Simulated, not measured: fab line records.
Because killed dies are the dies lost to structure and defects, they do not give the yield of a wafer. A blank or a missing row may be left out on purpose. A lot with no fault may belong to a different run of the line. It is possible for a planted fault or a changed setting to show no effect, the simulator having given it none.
One fault seen from 3 desks + flow n5Finfet + every desk sees just its own numbers, and what lay behind them comes last

THE DEFECT DESK
Inspection counts along the route, by lot: the mean over sampled wafers that carry a number. The brackets show how far a lot's mean lies from the usual mean; more than 4 standard deviations puts the lot out of limits, marked OUT.
Columns: A = rawDefectCount at N5_HKMG_FIN_INSPECT_14, usual 2.0
| lot  | first seen here | A   |
|------|-----------------|-----|
| L906 | day 4 14:34     | 2.3 |
| L909 | day 5 02:51     | 2.3 |
| L910 | day 5 08:08     | 3.0 |
| L911 | day 5 19:45     | 0.7 |
| L912 | day 5 20:28     | 2.7 |
| L920 | day 7 23:14     | 0.3 |
Result from this desk: across the 6 lots, nothing is out of limits.

AT THE METROLOGY DESK
Lot by lot, what the gauges showed, no matter which tool ran the lot: averages of those sampled wafers that carry a number. The brackets show how far a lot's mean lies from the usual mean; more than 4 standard deviations puts the lot out of limits, marked OUT. It has 12 readings; the 7 that lie furthest out on some lot are the ones shown.
Columns: A = NWFM_OVL at N5_HKMG_FIN_OVL_MEAS_13, usual -0.3 nm; B = DIBL_P at N5_BEOL_M4_RC_MEAS_101, usual 37.4 mV/V; C = IOFF_P at N5_BEOL_M4_RC_MEAS_101, usual 0.23 nA/um; D = SS_N at N5_BEOL_M4_RC_MEAS_101, usual 71.7 mV/dec; E = SS_P at N5_BEOL_M4_RC_MEAS_101, usual 73.5 mV/dec; F = VT_N at N5_BEOL_M4_RC_MEAS_101, usual 249 mV; G = VT_P at N5_BEOL_M4_RC_MEAS_101, usual -250 mV
| lot  | first seen here | A    | B    | C    | D    | E    | F   | G    |
|------|-----------------|------|------|------|------|------|-----|------|
| L906 | day 4 14:31     | -0.1 | 34.1 | 0.17 | 70.7 | 72.3 | 252 | -253 |
| L909 | day 5 02:48     | -1.4 | 33.4 | 0.16 | 71.2 | 72.5 | 254 | -255 |
| L910 | day 5 08:05     | 0.1  | 41.4 | 0.30 | 72.2 | 74.5 | 244 | -247 |
| L911 | day 5 19:41     | -1.2 | 38.8 | 0.31 | 71.8 | 73.7 | 243 | -244 |
| L912 | day 5 20:24     | -0.2 | 39.5 | 0.27 | 71.9 | 74.1 | 245 | -247 |
| L920 | day 7 23:11     | -0.6 | 37.1 | 0.23 | 71.7 | 73.5 | 248 | -250 |
Result from this desk: across the 6 lots, nothing is out of limits.

DESK OF THE TOOL OWNER: rieDiel-01
The tool's own readings at N5_HKMG_FIN_ETCH_35 (etches SOC in N2/H2, target depth 215.8 nm, time 243.4 s): means of the sampled wafers that have a number, for each lot that ran on this tool. The brackets show how far a lot's mean lies from the usual mean; more than 4 standard deviations puts the lot out of limits, marked OUT.
Columns: A = drypumpMotorCurrentA at N5_HKMG_FIN_ETCH_35, usual 5.7 A; B = oesProductAu at N5_HKMG_FIN_ETCH_35, usual 0.80 a.u.; C = rfFwdPowerW at N5_HKMG_FIN_ETCH_35, usual 2991 W; D = rfVppV at N5_HKMG_FIN_ETCH_35, usual 142.0 V; E = showerheadPlenumPTorr at N5_HKMG_FIN_ETCH_35, usual 2.59 Torr; F = throttleValvePct at N5_HKMG_FIN_ETCH_35, usual 17.9 %
| lot  | first seen here | A   | B    | C              | D                | E    | F    |
|------|-----------------|-----|------|----------------|------------------|------|------|
| L909 | day 5 03:23     | 5.7 | 0.75 | 2982           | 142.0            | 2.52 | 18.0 |
| L910 | day 5 08:28     | 6.2 | 0.94 | 3713 (+72) OUT | 131.7 (-8.6) OUT | 2.63 | 17.8 |
| L911 | day 5 20:05     | 6.2 | 0.94 | 3696 (+70) OUT | 132.4 (-8.0) OUT | 2.63 | 17.8 |
This desk's verdict: out of limits on L910, L911, starting with L910 at day 5 08:28 (rfFwdPowerW at N5_HKMG_FIN_ETCH_35). L909 stayed within limits.

PUT TOGETHER
An alarm could have come from the tool owner's desk at day 5 08:28, on L910, L911.
Nothing the defect desk looked at was out of limits.
From the metrology desk's view, nothing was out of limits.
The defect desk has L910, L911 on record, within its limits.
The metrology desk holds a record of L910, L911, inside its limits.
Every lot named ran N5_HKMG_FIN_ETCH_35 on rieDiel-01.

WHAT THE SIMULATOR PUT IN
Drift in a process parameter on rieDiel-01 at N5_HKMG_FIN_ETCH_35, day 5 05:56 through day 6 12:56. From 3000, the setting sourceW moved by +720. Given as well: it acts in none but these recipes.
Shown lots that were struck: L910, L911.
Hours from the fault's start to each desk's first reading out of limits: the tool owner's desk, 3.
